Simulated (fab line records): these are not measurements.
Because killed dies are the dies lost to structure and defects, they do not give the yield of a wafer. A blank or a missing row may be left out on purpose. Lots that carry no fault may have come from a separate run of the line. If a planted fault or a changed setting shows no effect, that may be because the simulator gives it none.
Which of the tools did it? + flow n5_finfet + 24 wafers from 8 lots sampled at 5 of the route's 1938 steps

## WHAT EACH GAUGE READ, for each wafer
N5_FIN_SAQP_CD_MEAS_27: the cd target is 20 nm.
| lot  | measured    | on        | cd_nm (nm)        |
|------|-------------|-----------|-------------------|
| L186 | day 3 01:12 | cd_sem-01 | 20.70 19.93 20.41 |
| L187 | day 3 07:29 | cd_sem-02 | - - -             |
| L188 | day 3 11:47 | cd_sem-01 | - - -             |
| L189 | day 3 17:57 | cd_sem-01 | - - -             |
| L190 | day 4 00:55 | cd_sem-01 | 20.09 20.34 20.28 |
| L195 | day 5 07:49 | cd_sem-03 | 20.35 20.03 20.34 |
| L197 | day 5 18:03 | cd_sem-01 | 20.76 20.41 20.50 |
| L198 | day 6 01:16 | cd_sem-02 | 20.53 20.30 20.59 |

## WHICH TOOL RAN EACH LOT (tool, then ch and the chambers of the sampled wafers, then the start)
| lot  | N5_PMOS_HMC_CHANNEL_EPI_FIN_RECESS_16 | N5_FIN_SAQP_DENSIFY_62          | N5_FIN_SAQP_ETCH_52               | N5_FIN_SAQP_HM_OPEN_73            |
|------|---------------------------------------|---------------------------------|-----------------------------------|-----------------------------------|
| L186 | rie_si-06 ch 0,2, day 2 18:17         | rtp_anneal-01 ch 0, day 2 21:57 | rie_diel-02 ch 1,2, day 2 23:16   | rie_diel-02 ch 1,2, day 2 23:22   |
| L187 | rie_si-06 ch 1,2, day 3 00:22         | rtp_anneal-01 ch 0, day 3 03:23 | rie_diel-04 ch 0,1,3, day 3 04:43 | rie_diel-04 ch 0,1,3, day 3 04:50 |
| L188 | rie_si-05 ch 0,1, day 3 05:42         | rtp_anneal-01 ch 0, day 3 08:25 | rie_diel-02 ch 0,1,2, day 3 09:37 | rie_diel-02 ch 0,1,2, day 3 09:43 |
| L189 | rie_si-06 ch 0,1, day 3 11:49         | rtp_anneal-02 ch 0, day 3 14:55 | rie_diel-04 ch 0,1,2, day 3 16:02 | rie_diel-04 ch 0,1,2, day 3 16:08 |
| L190 | rie_si-05 ch 1,2, day 3 17:59         | rtp_anneal-02 ch 0, day 3 21:35 | rie_diel-04 ch 0,1,2, day 3 22:49 | rie_diel-04 ch 0,1,2, day 3 22:55 |
| L195 | rie_si-06 ch 0,3, day 5 00:26         | rtp_anneal-02 ch 0, day 5 04:31 | rie_diel-04 ch 1,3, day 5 05:47   | rie_diel-04 ch 1,3, day 5 05:53   |
| L197 | rie_si-06 ch 1,2, day 5 12:08         | rtp_anneal-02 ch 0, day 5 14:55 | rie_diel-02 ch 0,1, day 5 16:05   | rie_diel-02 ch 0,1, day 5 16:11   |
| L198 | rie_si-01 ch 0,1,3, day 5 18:30       | rtp_anneal-01 ch 0, day 5 21:52 | rie_diel-02 ch 1,3, day 5 23:04   | rie_diel-02 ch 1,3, day 5 23:10   |
- N5_PMOS_HMC_CHANNEL_EPI_FIN_RECESS_16: chemistry HBr/Cl2, target Si, target depth 54 nm, time 18 s.
- N5_FIN_SAQP_DENSIFY_62: time 60 s.
- N5_FIN_SAQP_ETCH_52: etches SOC in N2/H2, target depth 100 nm, overetch 20 nm, time 150 s.
- N5_FIN_SAQP_HM_OPEN_73: chemistry CHF3/O2, target SiO2, stops on a-Si, target depth 12 nm, time 16.8 s.

## THE ANSWER, worked out from the rows above alone
Rule: the usual values come from the lots themselves. Put in order of their means at a reading, lots are off if they are a third of the lots or fewer, leave a main group of 4 or more, and stand apart from it by a gap of 3 or more times the standard deviation of the main group's means; of several such gaps the widest counts. Not used: any main group whose means are identical at the precision the tables above print for the reading. Also off: a lot with no number at a reading for which 4 or more lots have one. The other lots that the step has rows for count as sound.
Off, at N5_FIN_SAQP_CD_MEAS_27 on cd_nm: L187, L188, L189. Without a number there: L187, L188, L189. Mean 20.37 nm and standard deviation 0.13 in the main group.
If a tool, at a process step before that reading, ran all the lots that are off and no sound lot after the first of them, it fits. Those tools and the gauges at N5_FIN_SAQP_CD_MEAS_27 are tried in the same way. Of those tried, none fits.

## WHAT WAS PUT IN BY THE SIMULATOR
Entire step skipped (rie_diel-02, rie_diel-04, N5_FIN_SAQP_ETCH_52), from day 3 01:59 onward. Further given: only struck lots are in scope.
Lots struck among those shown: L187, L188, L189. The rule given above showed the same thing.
